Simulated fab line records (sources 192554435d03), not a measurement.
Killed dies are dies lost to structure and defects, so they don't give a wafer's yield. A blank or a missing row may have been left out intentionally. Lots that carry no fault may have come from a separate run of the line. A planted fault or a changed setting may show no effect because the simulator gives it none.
Matching of chambers | flow n5Finfet | N5_BEOL_M1_ETCH_77 on rieDiel-02 has 4 sister chambers
The step etches underlayer in N2/H2, target depth 6.5 nm, time 5.2 s. 4 wafers are shown with their chamber, then 8 later ones without.

WAFERS WITH THEIR CHAMBER
wafer  | chamber | drypumpMotorCurrentA (A)
L076.5 | 0       | 6.0
L091.1 | 3       | 4.8
L091.5 | 2       | 5.6
L092.1 | 1       | 5.9

WAFERS WITH NO CHAMBER GIVEN
wafer  | drypumpMotorCurrentA (A)
L092.4 | 5.6
L092.5 | 5.9
L096.1 | 5.9
L096.3 | 4.8
L096.5 | 4.8
L097.2 | 5.6
L097.4 | 5.9
L097.6 | 5.5

WHICH CHAMBER EACH WENT THROUGH
wafer  | from the rows above | in truth
L092.4 | 2                   | 2
L092.5 | 1                   | 1
L096.1 | 1                   | 1
L096.3 | 3                   | 3
L096.5 | 3                   | 3
L097.2 | 2                   | 2
L097.4 | 1                   | 1
L097.6 | 2                   | 2
8 of 8 placed correctly. From these rows, 0 cannot be placed. 0 placed wrongly.
How it was worked out, from the rows above alone: a wafer's distance from a chamber is the root of the sum, over the readings, of the square of ((its reading less the chamber's mean) divided by the reading's scatter). If the next closest chamber is less than 2 further off than the closest, the wafer can't be placed; otherwise it belongs to the closest. The mean given for a chamber averages the wafers shown for that chamber. The scatter: root of mean squared gap, hidden wafer to nearest shown wafer, with one shown wafer a chamber.
